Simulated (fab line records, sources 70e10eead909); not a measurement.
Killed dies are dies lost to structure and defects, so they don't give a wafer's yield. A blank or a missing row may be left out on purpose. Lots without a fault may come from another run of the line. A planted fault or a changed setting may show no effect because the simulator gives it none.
fab line records | flow nand_harc
record lots=6 wafers=18 last_day=24
route steps=1159 shown A_M0@1012 A_M1@1026 END@1159
lots that met no fault: from a run of the same line without faults
start_h: hours from the record's first day to the start of the lot's first wafer shown | wait_h: hours since the lot's step before | " the same as in the row above | L1.1+2: a row that stands for several wafers | - no value, or no start given | * or withheld: withheld | < > ~ a bound
route shown NAME@n: a module of which the file shows steps, and the number in the route of the first | usual: mean/standard deviation of fault-free wafers | same: alike in all rows | chamber/n: place in a boat | sites: the reading at each site | _std_site: their standard deviation | _edge_site: outer sites' mean less inner sites' | radius_mm: how far each site lies from the wafer's centre | mask NAME#n: copy n | behind: the tool/chamber that last shaped the wafer | hold: why the lot was held/for how many hours/how that ended | device: the transistor (n, p or np) that didn't switch | end of line: the same wafers' tests at the end of the route | a step without rows: its recipe alone | killed: dies lost to structure and defects at the first sort, not the wafer's yield | map: a wafer's dies, x killed, . not, _ none there
set.NAME: the setting as run; set.NAME@STEP: as run at that earlier step | model.NAME: the simulator's own value behind a step, which no gauge read
lots at some steps of the route; a table a step, a row a wafer
services: from which hour (start_h, from the record's first day; less than 0 if before it) a tool's chamber was out of use, for how many hours, and why
## steps
# step NHARC_A_M0_STRIP_19
# recipe time_s=600 temp_c=30 chemistry=post_etch_residue_remover
# step NHARC_A_M0_DEGAS_28
# recipe temp_c=250 time_s=60
# usual heater_power_w=328/25
# columns lot.wafer tool chamber start_h wait_h heater_power_w
L111.1 pvd_sputter-02 - 412.46 - 335
L111.4 " - " " 328
L111.6 " - " " 332
L115.1 pvd_sputter-01 - 434.30 - 313
L115.6 " - " " 336
L115.5 " - " " 301
L123.1 pvd_sputter-01 - 495.80 - 323
L123.4 " - " " 320
L123.6 " - " " 290
L126.4 pvd_sputter-02 - 512.04 - 329
L126.3 " - " " 333
L126.1 " - " " 345
L127.2 pvd_sputter-02 - 514.24 - 333
L127.4 " - " " 329
L127.5 " - " " 324
L130.3 pvd_sputter-02 - 521.71 - 332
L130.5 " - " " 327
L130.6 " - " " 328
# step NHARC_A_M0_PRE_CLEAN_29
# recipe time_s=30 temp_c=280 gas=H2/He
# usual heater_power_w=402/30
# columns lot.wafer tool chamber start_h wait_h heater_power_w
L111.1 pvd_sputter-02 - - - 409
L111.4 " - " " 407
L111.6 " - " " 411
L115.1 pvd_sputter-01 - - - 378
L115.5 " - " " 370
L115.6 " - " " 392
L123.1 pvd_sputter-01 - - - 359
L123.4 " - " " 409
L123.6 " - " " 379
L126.1 pvd_sputter-02 - - - 406
L126.3 " - " " 385
L126.4 " - " " 416
L127.4 pvd_sputter-02 - - - 400
L127.2 " - " " 406
L127.5 " - " " 401
L130.3 pvd_sputter-02 - - - 409
L130.6 " - " " 401
L130.5 " - " " 397
# step NHARC_A_M0_PVD_20
# recipe target_thk_a=50 bias_v=168.6 power_w=15000 chamber_pressure_pa=0.12 time_s=8.06 substrate_temp_c=50 material=TaN
# usual throttle_valve_pct=29.5/1.3
# columns lot.wafer tool chamber start_h wait_h throttle_valve_pct
L111.4 pvd_sputter-02 - - - 27.3
L111.1 " - " " 29.6
L111.6 " - " " 29.4
L115.1 pvd_sputter-01 - - - 30.4
L115.6 " - " " 28.0
L115.5 " - " " 30.0
L123.4 pvd_sputter-01 - - - 28.1
L123.1 " - " " 29.8
L123.6 " - " " 30.6
L126.1 pvd_sputter-02 - - - 29.8
L126.3 " - " " 29.6
L126.4 " - " " 27.5
L127.4 pvd_sputter-02 - - - 29.6
L127.2 " - " " 27.7
L127.5 " - " " 29.4
L130.3 pvd_sputter-02 - - - 27.5
L130.6 " - " " 29.7
L130.5 " - " " 29.8
# step NHARC_A_M0_PVD_21
# recipe target_thk_a=300 chamber_pressure_pa=5 power_w=5000 substrate_temp_c=30 time_s=20.49 material=Cu
# step NHARC_A_M0_ECD_22
# recipe target_thk_a=4000 bath_temp_c=25 material=Cu
# step NHARC_A_M0_ANNEAL_30
# recipe temp_c=225 time_s=90
# step NHARC_A_M0_CMP_23
# recipe t_overpolish_s=20 target_thk_nm=113.75
# usual motor_current_A=11.7/1.3 time_to_endpoint_s=28.1/2.7
# columns lot.wafer tool chamber start_h wait_h motor_current_A time_to_endpoint_s
L111.1 cmp-02 3 413.56 - 9.9 23.2
L111.4 " 0 " " 12.6 28.1
L111.6 " 3 " " 10.0 22.3
L115.1 cmp-02 2 435.37 - 12.2 26.3
L115.5 " 2 " " 11.2 26.4
L115.6 " 3 " " 10.2 26.6
L123.1 cmp-02 1 496.90 - 13.6 30.6
L123.4 " 2 " " 11.7 27.6
L123.6 " 1 " " 12.9 28.0
L126.4 cmp-03 3 513.12 - 11.1 25.5
L126.3 " 0 " " 11.2 28.8
L126.1 " 1 " " 11.7 31.3
L127.4 cmp-02 1 515.33 - 13.1 29.6
L127.2 " 0 " " 11.8 30.1
L127.5 " 2 " " 11.5 27.0
L130.3 cmp-01 2 522.83 - 10.4 28.5
L130.5 " 2 " " 10.5 27.7
L130.6 " 3 " " 13.2 32.0
# step NHARC_A_M0_THK_MEAS_24
# recipe thk_meas_gauge=xrf
# usual thk_nm=113.5/1.7
# columns lot.wafer tool chamber start_h wait_h thk_nm
L111.1 film_metro-01 - 413.85 - 111.9
L111.4 " - " " 112.4
L111.6 " - " " 112.6
L115.1 film_metro-01 - 435.69 - 112.7
L115.5 " - " " 113.2
L115.6 " - " " 116.3
L123.1 film_metro-01 - 497.19 - 115.9
L123.4 " - " " 114.2
L123.6 " - " " 115.4
L126.1 film_metro-01 - 513.44 - 113.6
L126.3 " - " " 110.8
L126.4 " - " " 110.4
L127.2 film_metro-02 - 515.64 - 112.5
L127.4 " - " " 112.9
L127.5 " - " " 112.5
L130.3 film_metro-02 - 523.15 - 112.3
L130.5 " - " " 112.1
L130.6 " - " " 113.0
# step NHARC_A_M0_SRD_25
# step NHARC_A_M0_INSPECT_27
# usual raw_defect_count=479/130
# columns lot.wafer tool chamber start_h wait_h raw_defect_count
L111.1 defect_inspect-01 - 414.00 0.0 569
L111.4 " - " " 395
L111.6 " - " " 495
L115.1 defect_inspect-01 - 435.84 0.0 581
L115.5 " - " " 769
L115.6 " - " " 657
L123.1 defect_inspect-01 - 497.35 0.0 468
L123.4 " - " " 483
L123.6 " - " " 418
L126.1 defect_inspect-02 - 513.61 0.0 339
L126.3 " - " " 326
L126.4 " - " " 245
L127.2 defect_inspect-02 - 515.80 0.0 482
L127.4 " - " " 618
L127.5 " - " " 556
L130.3 defect_inspect-01 - 523.30 0.0 351
L130.5 " - " " 369
L130.6 " - " " 382
# step NHARC_A_M0_PRE_CLEAN_31
# recipe time_s=12 temp_c=370 rf_power_w=300 gas=NH3
# usual heater_power_outer_w=397/57 heater_power_w=677/79
# columns lot.wafer tool chamber start_h wait_h heater_power_outer_w heater_power_w
L111.1 pecvd-01 0 414.12 0.1 452 772
L111.6 " 0 " " 446 778
L111.4 " 1 " " 385 660
L115.1 pecvd-01 1 435.94 0.1 349 604
L115.6 " 1 " " 360 610
L115.5 " 2 " " 426 662
L123.1 pecvd-01 2 497.43 0.1 426 663
L123.6 " 2 " " 426 648
L123.4 " 0 " " 417 739
L126.3 pecvd-04 0 513.68 0.1 417 710
L126.1 " 2 " " 275 539
L126.4 " 2 " " 279 527
L127.2 pecvd-01 1 515.88 0.1 285 522
L127.4 " 0 " " 465 804
L127.5 " 1 " " 293 521
L130.3 pecvd-03 1 523.40 0.1 385 668
L130.6 " 0 " " 379 660
L130.5 " 1 " " 390 676
# step NHARC_A_M0_DEP_32
# recipe target_thk_a=300 temp_c=370 target_thk_nm=30 pressure_torr=3 flow_sccm=200 rf_w=450 material=SiCN
# usual heater_power_outer_w=355/52 heater_power_w=621/69
# columns lot.wafer tool chamber start_h wait_h heater_power_outer_w heater_power_w
L111.1 pecvd-01 0 414.23 0.1 370 670
L111.6 " 0 " " 371 685
L111.4 " 1 " " 344 612
L115.1 pecvd-01 1 436.02 0.1 322 581
L115.6 " 1 " " 327 577
L115.5 " 2 " " 403 641
L123.1 pecvd-01 2 497.53 0.1 404 623
L123.6 " 2 " " 416 628
L123.4 " 0 " " 412 732
L126.3 pecvd-04 0 513.76 0.1 399 657
L126.1 " 2 " " 226 458
L126.4 " 2 " " 222 471
L127.2 pecvd-01 1 515.99 0.1 328 601
L127.4 " 0 " " 427 750
L127.5 " 1 " " 334 575
L130.3 pecvd-03 1 523.53 0.1 335 618
L130.6 " 0 " " 313 575
L130.5 " 1 " " 335 621
# step NHARC_A_M1_DEP_00
# recipe target_thk_a=1825 target_thk_nm=182.5 temp_c=withheld pressure_torr=5 flow_sccm=200 rf_w=600 material=SiOC
# step NHARC_A_M1_DEHYDRATE_01
# recipe temp_c=150 time_s=120
# step NHARC_A_M1_HMDS_02
# recipe time_s=30
# step NHARC_A_M1_COAT_34
# recipe temp_c=200 time_s=65
# step NHARC_A_M1_COAT_03
# recipe spin_rpm=1500 resist_thk_nm=90
# step NHARC_A_M1_SOFTBAKE_04
# recipe temp_c=105 time_s=55
# step NHARC_A_M1_EBR_05
# step NHARC_A_M1_EXPOSE_06
# recipe na=1.35 target_cd_nm=120 dose_mj=75.13 mask_id=A_M1
# step NHARC_A_M1_PEB_07
# recipe peb_temp_c=100 peb_time_s=65
# step NHARC_A_M1_DEVELOP_08
# recipe develop_time_s=35 dev_temp_c=23
# step NHARC_A_M1_CD_MEAS_09
# recipe target_cd_nm=120 landing_energy_ev=500
# usual cd_nm=119.9/0.76
# columns lot.wafer tool chamber start_h wait_h cd_nm
L111.1 cd_sem-03 0 416.42 - 122.2
L111.4 " 0 " " 120.9
L111.6 " 0 " " 120.1
L115.1 cd_sem-03 0 437.12 - 118.6
L115.5 " 0 " " 119.3
L115.6 " 0 " " 119.5
L123.1 cd_sem-02 0 498.73 - 120.7
L123.4 " 0 " " 119.2
L123.6 " 0 " " 120.0
L126.1 cd_sem-01 0 515.01 - 119.6
L126.3 " 0 " " 119.3
L126.4 " 0 " " 118.7
L127.2 cd_sem-02 0 517.19 - 120.5
L127.4 " 0 " " 120.2
L127.5 " 0 " " 119.7
L130.3 cd_sem-02 0 524.55 - 119.1
L130.5 " 0 " " 120.2
L130.6 " 0 " " 121.4
# step NHARC_A_M1_OVL_MEAS_10
# recipe pitch_nm=240
# usual overlay_x_nm=0.2/1 overlay_y_nm=0.2/0.85
# columns lot.wafer tool chamber start_h wait_h overlay_x_nm overlay_y_nm
L111.1 overlay-01 - 416.51 - 0.3 0.6
L111.4 " - " " 1.3 0.1
L111.6 " - " " 1.1 0.1
L115.1 overlay-02 - 437.22 - 0.7 0.1
L115.5 " - " " 0.4 0.7
L115.6 " - " " 0.7 0.9
L123.1 overlay-02 - 498.81 - -0.1 1.2
L123.4 " - " " 0.2 1.0
L123.6 " - " " -0.2 0.9
L126.1 overlay-02 - 515.10 - 0.3 0.6
L126.3 " - " " 0.9 0.8
L126.4 " - " " 0.4 0.8
L127.2 overlay-01 - 517.27 - 0.4 2.1
L127.4 " - " " 0.1 1.5
L127.5 " - " " 0.9 1.2
L130.3 overlay-01 - 524.63 - -0.5 1.0
L130.5 " - " " -1.0 1.1
L130.6 " - " " -0.9 0.6
# step NHARC_A_M1_INSPECT_11
# usual raw_defect_count=35/15
# columns lot.wafer tool chamber start_h wait_h raw_defect_count
L111.1 defect_inspect-02 - 416.54 0.0 19
L111.4 " - " " 24
L111.6 " - " " 19
L115.1 defect_inspect-01 - 437.26 0.0 34
L115.5 " - " " 28
L115.6 " - " " 41
L123.1 defect_inspect-01 - 498.85 0.0 376
L123.4 " - " " 411
L123.6 " - " " 377
L126.1 defect_inspect-01 - 515.13 0.0 51
L126.3 " - " " 40
L126.4 " - " " 39
L127.2 defect_inspect-01 - 517.31 0.0 393
L127.4 " - " " 405
L127.5 " - " " 411
L130.3 defect_inspect-02 - 524.67 0.0 30
L130.5 " - " " 22
L130.6 " - " " 32
# step NHARC_A_M1_DESCUM_14
# recipe time_s=3 o2_flow_sccm=200 ar_flow_sccm=0 bias_power_w=0 chemistry=O2
# step NHARC_END_SORT_01
# recipe temp_c=25
# usual defect_limited_yield=95.0/1.6 killed_at_array=30/10 killed_at_other=0.5/0.82 killed_at_periphery=2.9/2 killed_dies=34/11 killed_open=3.2/1.8 killed_short=2.0/1.4 sort_bin_2_pct=1.5/0.68 sort_bin_3_pct=0.28/0.21 sort_bin_4_pct=3.1/0.97 sort_n_pass=643/11 sort_rim_yield_pct=94.6/2.9 sort_yield_pct=95.0/1.6
# same gross_dies=677 sort_bin_5_pct[%]=0 sort_bin_6_pct[%]=0 sort_bin_7_pct[%]=0 sort_bin_8_pct[%]=0 sort_rim_n_gross=106.00
# columns lot.wafer tool chamber start_h wait_h defect_limited_yield[%] killed_at_array killed_at_other killed_at_periphery killed_dies killed_open killed_short sort_bin_2_pct[%] sort_bin_3_pct[%] sort_bin_4_pct[%] sort_n_pass sort_rim_yield_pct[%] sort_yield_pct[%]
L123.1 prober-02 0 544.01 2.5 83.2 113 0 1 114 2 2 8.7 1.92 6.2 563 80.2 83.2
L123.4 prober-02 0 546.45 3.4 83.5 110 0 2 112 5 1 6.8 2.36 7.4 565 84.0 83.5
L123.6 prober-02 0 548.07 4.1 85.8 91 1 4 96 3 2 4.0 2.51 7.7 581 85.8 85.8
L126.1 prober-02 0 559.70 2.5 94.7 35 0 1 36 4 2 1.3 0.59 3.4 641 92.5 94.7
L126.3 prober-02 0 561.31 3.1 95.0 30 2 2 34 3 4 2.1 0.15 2.8 643 87.7 95.0
L126.4 prober-02 0 562.12 3.4 95.0 31 1 2 34 2 2 1.5 0 3.5 643 94.3 95.0
L127.2 prober-02 0 568.32 2.8 84.8 99 0 4 103 5 4 6.8 2.22 6.2 574 84.9 84.8
L127.4 prober-02 0 569.91 3.4 82.6 114 1 3 118 6 1 8.0 1.62 7.8 559 84.0 82.6
L127.5 prober-02 0 570.71 3.7 84.0 104 0 4 108 1 5 7.1 2.95 5.9 569 86.8 84.0
# killed by level:class
L123.1 A_M0:unspecified=67 A_SLIT:chamber_film_flake=14 A_CHANNEL_HOLE_D1:chamber_film_flake=12 A_CONTACT:chamber_film_flake=11 A_STAIRCASE:chamber_film_flake=5 P_M1:geometric_particle:open=1 A_SOURCE_PLATE:geometric_particle:short=1 A_CHANNEL_FILL_D1:geometric_particle:open=1
L123.4 A_M0:unspecified=71 A_CHANNEL_HOLE_D1:chamber_film_flake=14 A_SLIT:chamber_film_flake=11 A_STAIRCASE:chamber_film_flake=5 A_ONON_D1:geometric_particle:open=2 P_GATE:chamber_film_flake=2 A_CONTACT:chamber_film_flake=2 A_WL_FILL:geometric_particle:short=1
L123.6 A_M0:unspecified=62 A_CHANNEL_HOLE_D1:chamber_film_flake=9 A_SLIT:chamber_film_flake=9 A_STAIRCASE:chamber_film_flake=5 A_CONTACT:chamber_film_flake=3 P_GATE:chamber_film_flake=2 P_GATE:geometric_particle:short=1 P_M0:geometric_particle:open=1
L126.1 A_CHANNEL_HOLE_D1:chamber_film_flake=12 A_BLC:chamber_film_flake=5 A_STAIRCASE:chamber_film_flake=4 A_SGD_CUT:chamber_film_flake=3 A_CONTACT:chamber_film_flake=3 A_CHANNEL_HOLE_D1:geometric_particle:short=1 A_CHANNEL_HOLE_D1:geometric_particle:open=1 A_CHANNEL_FILL_D1:geometric_particle:open=1
L126.3 A_CHANNEL_HOLE_D1:chamber_film_flake=13 A_BLC:chamber_film_flake=5 A_SGD_CUT:chamber_film_flake=4 A_STAIRCASE:chamber_film_flake=3 A_CHANNEL_FILL_D1:geometric_particle:short=2 P_STI:geometric_particle:open=1 P_CONTACT:geometric_particle:open=1 A_CHANNEL_FILL_D1:geometric_particle:open=1
L126.4 A_CHANNEL_HOLE_D1:chamber_film_flake=18 A_SGD_CUT:chamber_film_flake=3 A_CONTACT:chamber_film_flake=3 A_BLC:chamber_film_flake=3 A_CHANNEL_FILL_D1:geometric_particle:open=1 A_CONTACT:geometric_particle:open=1 A_BLC:geometric_particle:short=1 P_ZERO_WELL:chamber_film_flake=1
L127.2 A_M0:unspecified=67 A_SLIT:chamber_film_flake=17 A_CHANNEL_HOLE_D1:chamber_film_flake=6 A_CONTACT:geometric_particle:open=4 A_WL_FILL:geometric_particle:short=3 P_STI:chamber_film_flake=2 P_GATE:geometric_particle:short=1 A_BLC:geometric_particle:open=1
L127.4 A_M0:unspecified=63 A_SLIT:chamber_film_flake=22 A_CHANNEL_HOLE_D1:chamber_film_flake=16 A_CONTACT:chamber_film_flake=5 P_GATE:geometric_particle:open=1 A_ONON_D1:geometric_particle:open=1 A_CHANNEL_FILL_D1:geometric_particle:short=1 A_CHANNEL_FILL_D1:geometric_particle:open=1
L127.5 A_M0:unspecified=63 A_SLIT:chamber_film_flake=24 A_CHANNEL_HOLE_D1:chamber_film_flake=10 A_CHANNEL_FILL_D1:geometric_particle:short=2 A_WL_FILL:geometric_particle:short=2 A_CONTACT:chamber_film_flake=2 P_M2:geometric_particle:open=1 A_SOURCE_PLATE:geometric_particle:short=1
# map L123.1 (x killed, . not)
____________.____________
_________x......_________
_______xxxx......._______
______xxxxxxx......______
_____xxxxxxx........_____
____xxxxxx.x.........____
____xxxxxxxx.........____
___.xxxxxxxx........x.___
___.xxxxxxx..........x___
__..xxxxxx.xx..........__
__..xxxxxx..x......x.xx__
_.....xxxxx..........xx._
_.......x.............xx_
_....x.x...x..........xx_
_......x.x.............x_
_........x.............._
.......x...x.............
........................x
........xx........x......
...xx.x..................
....x..x.................
_...x.x................._
_x.x...................._
_.....x................._
_.x..x..x..............._
_.....x................._
__..xx..............x..__
__.....................__
___...............x...___
___...................___
____.................____
____.................____
_____..............._____
______.............______
_______..........._______
_________...x..._________
____________x____________
# map L127.4 (x killed, . not)
____________.____________
_________......._________
_______..........._______
______.............______
_____............xx._____
____..............x.x____
____.x..........xxxxx____
___...........x...xxxx___
___............x.xxxxx___
__.........x.....xxxxxx__
__.......xxx.....xxxxxx__
_..............xxxxxxxx._
_........x.......xxxxxx._
_..x..xx........xxxxxxxx_
_..........x......xxxxx._
_................xxx...._
...................xx....
.........................
.......x.................
..x..xx..................
...x...xx................
_.x.x.x.x..............._
_.xxx.xx.x.............._
_x..xxx................._
_x..xx.x.....x.........._
_.xx...................._
__x.xx.xx..............__
__xxx..................__
___xxx........x.......___
___x.x................___
____x................____
____.................____
_____..............._____
______........x....______
_______..........._______
_________......._________
____________.____________
## services
# columns tool chamber start_h hours kind
pvd_sputter-02 - 392.00 10.0 pm
pecvd-03 0 404.05 22.6 repair
pecvd-04 - 410.43 0.7 repair
pecvd-04 - 414.04 1.8 repair
pecvd-01 - 418.14 13.0 pm
cmp-02 - 422.60 4.0 pm
cmp-01 - 425.09 2.2 repair
pecvd-04 1 433.42 4.3 repair
cmp-03 - 438.76 0.9 repair
cmp-02 - 446.13 1.7 repair
cmp-03 - 450.00 4.0 pm
cmp-01 - 454.98 1.2 repair
pecvd-03 1 460.76 18.1 repair
pecvd-03 - 473.09 13.0 pm
cmp-01 - 473.55 4.0 pm
pvd_sputter-02 - 478.67 1.3 repair
cmp-02 - 480.82 2.7 repair
pecvd-01 - 482.25 5.7 repair
pecvd-03 - 504.33 0.4 repair
cmp-03 - 504.64 0.8 repair
cmp-03 - 505.97 3.2 repair
pvd_sputter-01 - 514.00 10.0 pm
cmp-02 - 518.49 2.4 repair
cmp-02 - 520.98 4.0 pm
## key
first_sign step=NHARC_A_M1_INSPECT_11 reading=raw_defect_count direction=up sigmas=24 usual=35 struck=396
effect step=NHARC_END_SORT_01 reading=killed_at_array direction=up sigmas=7.2 usual=30 struck=105
more_kills_born_at NHARC_A_M0_PRE_CLEAN_31@pecvd-01=393
met_at NHARC_A_M0_PRE_CLEAN_31
struck_wafers L123.1,L123.4,L123.6,L127.2,L127.4,L127.5
onset_between 435.94 497.43
also_fits NHARC_A_M0_CMP_23:cmp-02,NHARC_A_M0_DEP_32:pecvd-01
fault kind=chamber_particle_source tool=pecvd-01 chamber=- onset_h=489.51 steps=NHARC_A_M0_PRE_CLEAN_31 rate_per_visit_cm2=0.52656 end_h=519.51
